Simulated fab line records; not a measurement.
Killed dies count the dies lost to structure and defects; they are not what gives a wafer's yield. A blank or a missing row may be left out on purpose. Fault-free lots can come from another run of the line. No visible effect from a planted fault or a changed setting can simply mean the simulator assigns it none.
Split-lot experiment    flow n5 finfet    21 wafers read from 7 lots, route of 1938 steps

THE SPLIT ITSELF
At N5_BEOL_M7_VIA_ETCH_34 (etches SiCOH lowk in C4F6/O2, target depth 125.5 nm, time 50.5 s), the setting time s was moved away from the recipe's 50.5 s on 9 of the 21 wafers read, by -21.9% to +17.1%. This setting was run at the recipe's value on the other wafers.

The reading is taken at the split's own step.

THE READING
SOC_of_BEOL_M7_COAT_63.thk nm (the simulator's own value, which no gauge read), in nm, at N5_BEOL_M7_VIA_ETCH_34 (etches SiCOH lowk in C4F6/O2, target depth 125.5 nm, time 50.5 s). The file gives no usual value for it. Across the 12 wafers here that went through the recipe, the average is 54.0 nm and the standard deviation 0.16 nm.

wafer   tool, chamber at the split  time s as run, s  against the recipe  SOC_of_BEOL_M7_COAT_63.thk nm, nm  against lot-mates on the recipe
L075.1  rie diel-05, 1              58.2              +15.2%              53.2                               -0.8
L075.3  rie diel-05, 0              58.2              +15.2%              53                                 -1.0
L075.6  rie diel-05, 3              50.5              recipe              54                                 -
L080.1  rie diel-04, 3              41.14             -18.5%              55.2                               no lot-mate on the recipe
L080.2  rie diel-04, 0              41.14             -18.5%              55                                 no lot-mate on the recipe
L080.4  rie diel-04, 1              41.14             -18.5%              55.2                               no lot-mate on the recipe
L082.2  rie diel-04, 3              50.5              recipe              54.2                               -
L082.4  rie diel-04, 0              50.5              recipe              54                                 -
L082.6  rie diel-04, 3              50.5              recipe              54.2                               -
L091.2  rie diel-04, 0              50.5              recipe              53.8                               -
L091.3  rie diel-04, 3              50.5              recipe              54                                 -
L091.4  rie diel-04, 2              50.5              recipe              54                                 -
L097.1  rie diel-04, 2              50.5              recipe              54.2                               -
L097.2  rie diel-04, 3              59.15             +17.1%              53.4                               -0.8
L097.3  rie diel-04, 0              59.15             +17.1%              53.2                               -1.0
L096.1  rie diel-01, 1              39.46             -21.9%              55.2                               +1.2
L096.4  rie diel-01, 2              50.5              recipe              54                                 -
L096.5  rie diel-01, 2              39.46             -21.9%              55.4                               +1.4
L095.2  rie diel-04, 2              50.5              recipe              53.6                               -
L095.3  rie diel-04, 3              50.5              recipe              54                                 -
L095.4  rie diel-04, 0              50.5              recipe              54                                 -

FIT RESULTS
A straight line over all 21 wafers: SOC_of_BEOL_M7_COAT_63.thk nm changes by -0.0559 nm for each +1% of time s; r = -0.97; the points scatter about the line by 0.17 nm.
The same after taking each lot's own level away (the mean of its wafers on the recipe; 18 wafers): -0.0575 nm for each +1%; r = -0.98; scatter 0.12 nm.
The reading moves by 1.3 nm for the largest change in time s, on that fit.
Measured against the standard deviation above, the lots' own levels, which go from 53.87 to 54.20 nm, span 2.0 times it.
So the lot-to-lot level changes the slope little: the two slopes agree.
Check: for one of the wafers moved furthest among these (-21.9%), held out of the fit, the line's prediction against its lot-mates is +1.3 nm. Against them it came out at +1.2 nm.

THE OTHER SPLITS THESE WAFERS WENT THROUGH
Other splits were also applied to these wafers ahead of the reading. Each is held against what the fit with the lots' levels taken away leaves over:
other split on the same wafers     wafers away from the commonest value  r with SOC_of_BEOL_M7_COAT_63.thk nm (lot level and that fit taken away)
N5_BEOL_M2_TRENCH_ETCH_37 bias w   5                                     +0.21
N5_BEOL_M4_DESCUM_16 time s        8                                     +0.16
N5_BEOL_M4_COAT_76 spin rpm        3                                     +0.13
N5_BEOL_M4_TRENCH_ETCH_37 bias w   7                                     +0.39
N5_BEOL_M5_HM_DEP_02 target thk a  6                                     -0.06
N5_BEOL_M5_COAT_59 temp c          7                                     +0.35
N5_BEOL_M6_ETCH_62 bias w          9                                     +0.24
N5_BEOL_M7_EXPOSE_25 dose mj       5                                     -0.20

THE WHOLE CHAIN: every reading that the file lists as answering this split, in the file's order
step                    what it does                                                      reading                                                                         change (the file's fit)                 r (the file's)
N5_BEOL_M7_VIA_ETCH_34  etches SiCOH lowk in C4F6/O2, target depth 125.5 nm, time 50.5 s  etch.depth nm (the simulator's own value, which no gauge read)                  +1.23 nm for each +1% of the setting    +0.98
N5_BEOL_M7_VIA_ETCH_34  etches SiCOH lowk in C4F6/O2, target depth 125.5 nm, time 50.5 s  SOC_of_BEOL_M7_COAT_63.thk nm (the simulator's own value, which no gauge read)  -0.0573 nm for each +1% of the setting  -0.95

FILE'S OWN FIT
SOC_of_BEOL_M7_COAT_63.thk nm changes by -0.0573 nm for each +1% of time s, r = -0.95.
